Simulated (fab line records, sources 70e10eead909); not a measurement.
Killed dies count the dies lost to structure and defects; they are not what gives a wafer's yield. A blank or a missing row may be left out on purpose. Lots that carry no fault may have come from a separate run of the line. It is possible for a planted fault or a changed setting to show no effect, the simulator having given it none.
Chamber matching	flow nandHarc	NHARC_A_WL_FILL_ALD_00 on aldHk-04: 4 sister chambers
The step deposits Al2O3, target thk 3 nm, pulse time 3 s, ald cycles 30. 8 wafers are shown with their chamber, then 12 later ones without.

WAFERS PAIRED WITH THEIR CHAMBERS
wafer	chamber	heaterPowerW (W)	precursorPulseHeightRel
L080.5	0	460	0.988
L083.2	3	454	0.989
L088.5	3	450	0.995
L089.1	1	451	1.003
L089.6	2	407	1.009
L090.1	0	456	0.994
L090.2	2	414	0.993
L090.6	1	453	0.993

WAFERS WITHOUT THEIR CHAMBER
wafer	heaterPowerW (W)	precursorPulseHeightRel
L091.1	465	0.977
L091.3	461	0.994
L091.4	440	0.996
L093.4	422	0.984
L093.5	438	0.988
L093.6	464	1.025
L094.3	476	1.027
L094.4	447	1.003
L094.5	451	0.984
L096.3	449	0.979
L096.5	402	1.022
L096.6	454	1.007

CHAMBER TAKEN BY EACH
wafer	from the rows above	in truth
L091.1	can't be placed: 0 or 3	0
L091.3	can't be placed: 0 or 3 or 1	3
L091.4	can't be placed: 1 or 3 or 0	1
L093.4	2	2
L093.5	can't be placed: 3 or 1 or 0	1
L093.6	can't be placed: 0 or 1 or 3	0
L094.3	can't be placed: 0 or 1 or 3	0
L094.4	can't be placed: 1 or 3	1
L094.5	can't be placed: 3 or 1 or 0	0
L096.3	can't be placed: 3 or 1 or 0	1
L096.5	2	2
L096.6	can't be placed: 1 or 3 or 0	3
2 of 12 placed correctly. Unplaceable from these rows: 10, with the true chamber sitting among the candidates in 10. Number placed wrongly: 0.
How it was worked out, from the rows above alone: a wafer's distance from a chamber is the root of the sum, over the readings, of the square of ((its reading less the chamber's mean) divided by the reading's scatter). The wafer belongs to the nearest chamber; if the next one is less than 2 further off, it can't be placed. A chamber's mean is the mean of its shown wafers. The scatter is the square root of a quotient: the sum, over the shown wafers, of each reading's squared deviation from its chamber's mean, divided by wafers minus chambers.
